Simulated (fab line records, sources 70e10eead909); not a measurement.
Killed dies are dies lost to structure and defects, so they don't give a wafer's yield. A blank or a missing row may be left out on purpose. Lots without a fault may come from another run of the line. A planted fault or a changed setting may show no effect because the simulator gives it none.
A struck lot beside a sound one | flow nand_harc | 15 steps out of a route of 1159
Sound: wafers L608.1, L608.2, L608.4. Struck: wafers L596.2, L596.3, L596.6. The cause comes at the end.
At each step with rows: each side's tool, then ch and its chambers, then its first start. Under that, the readings that differ: sound wafers | struck wafers | difference of the means | sigmas: that difference in standard deviations of wafers without a fault.
alike: readings whose means differ by less than 2 such deviations, and words and numbers that are the same on both sides. not compared: withheld readings, readings that some wafer has no value for, bounds like >300 that may hide the same value, and numbers for which the record gives no deviation and whose values overlap.
The two part at a step that has a row with sigmas, a row that says differs or no value, or rows on one side only. Numbers that don't overlap but have no deviation are shown without sigmas and don't part them. A reading that every wafer of one side lacks parts them only if that side has two wafers or more.

first, 5 steps without rows for these wafers: NHARC_A_CHANNEL_HOLE_D1_SOFTBAKE_05 (time 55 s); NHARC_A_CHANNEL_HOLE_D1_EBR_06; NHARC_A_CHANNEL_HOLE_D1_EXPOSE_07 (exposes mask HOLE D1, target cd 100 nm); NHARC_A_CHANNEL_HOLE_D1_PEB_08 (peb time 65 s); NHARC_A_CHANNEL_HOLE_D1_DEVELOP_09 (develop time 35 s).
NHARC_A_CHANNEL_HOLE_D1_CD_MEAS_10: target cd 100 nm.
  sound on cd_sem-03 ch 0, day 12 17:19; struck on cd_sem-02 ch 0, day 9 23:29
  alike: cd_nm
NHARC_A_CHANNEL_HOLE_D1_OVL_MEAS_11:
  sound on overlay-02, day 12 17:25; struck on overlay-01, day 9 23:35
  alike: overlay_x_nm, overlay_y_nm
NHARC_A_CHANNEL_HOLE_D1_INSPECT_12:
  sound on defect_inspect-02, day 12 17:26; struck on defect_inspect-02, day 9 23:37
  alike: raw_defect_count
NHARC_A_CHANNEL_HOLE_D1_DESCUM_15: chemistry O2, time 3 s.
  sound on rie_diel-08 ch 0,1,2, day 12 17:31; struck on rie_diel-08 ch 0,2, day 9 23:41
  alike: drypump_motor_current_A, oes_product_au, rf_vpp_V, showerhead_plenum_p_Torr, throttle_valve_pct
  not compared: rf_hours_counter_h
NHARC_A_CHANNEL_HOLE_D1_ETCH_38: etches the open film in CF4, target depth 39 nm, time 65 s.
  sound on rie_diel-08 ch 0,1,2, day 12 17:37; struck on rie_diel-08 ch 0,1, day 9 23:47
  alike: bias_w, cf4_flow_sccm, drypump_motor_current_A, oes_product_au, rf_vpp_V, showerhead_plenum_p_Torr, throttle_valve_pct
  not compared: rf_hours_counter_h
NHARC_A_CHANNEL_HOLE_D1_ETCH_39: etches the open film in N2/H2, target depth 260 nm, time 325 s.
  sound on rie_diel-08 ch 1,2; struck on rie_diel-08 ch 0,1
  alike: bias_w, chamber_pressure_mTorr, drypump_motor_current_A, oes_product_au, rf_vpp_V, showerhead_plenum_p_Torr, throttle_valve_pct
  not compared: rf_hours_counter_h
NHARC_A_CHANNEL_HOLE_D1_ETCH_34: etches the open film in CF4/CHF3, target depth 154 nm, time 77 s.
  sound on rie_diel-08 ch 0,1,2; struck on rie_diel-08 ch 0,1,2
  alike: bias_w, cf4_flow_sccm, drypump_motor_current_A, oes_product_au, rf_vpp_V, showerhead_plenum_p_Torr, throttle_valve_pct
  not compared: rf_hours_counter_h
NHARC_A_CHANNEL_HOLE_D1_ETCH_16: etches the open film in O2/COS, target depth 3100 nm, time 806 s.
  sound on rie_diel-08 ch 0,1, day 12 18:12; struck on rie_diel-08 ch 0,2, day 10 00:18
  no value came back on the struck wafers for any of 7 readings (bias_w (W), chamber_pressure_mTorr (mTorr) and others); on the sound wafers bias_w (W) reads 301.6 300.9 301.7
  not compared: rf_hours_counter_h
NHARC_A_CHANNEL_HOLE_D1_CD_MEAS_18:
  sound on cd_sem-01, day 12 18:49; struck on cd_sem-01, day 10 01:01
  alike: cd_nm
-- the record jumps here: 12 days lie between the struck wafers' starts before and after (it left off in module A_CHANNEL_HOLE_D1 and takes up again in module END, whose first step shown is number 1159 of the route) --
NHARC_END_SORT_01:
  the record has rows for the struck wafers here (prober-01 ch 0, day 21 23:07) and none for the sound ones

WHERE THEY PART
First at NHARC_A_CHANNEL_HOLE_D1_ETCH_16; last, within this record, at NHARC_END_SORT_01.

WHY: what the simulator had put in
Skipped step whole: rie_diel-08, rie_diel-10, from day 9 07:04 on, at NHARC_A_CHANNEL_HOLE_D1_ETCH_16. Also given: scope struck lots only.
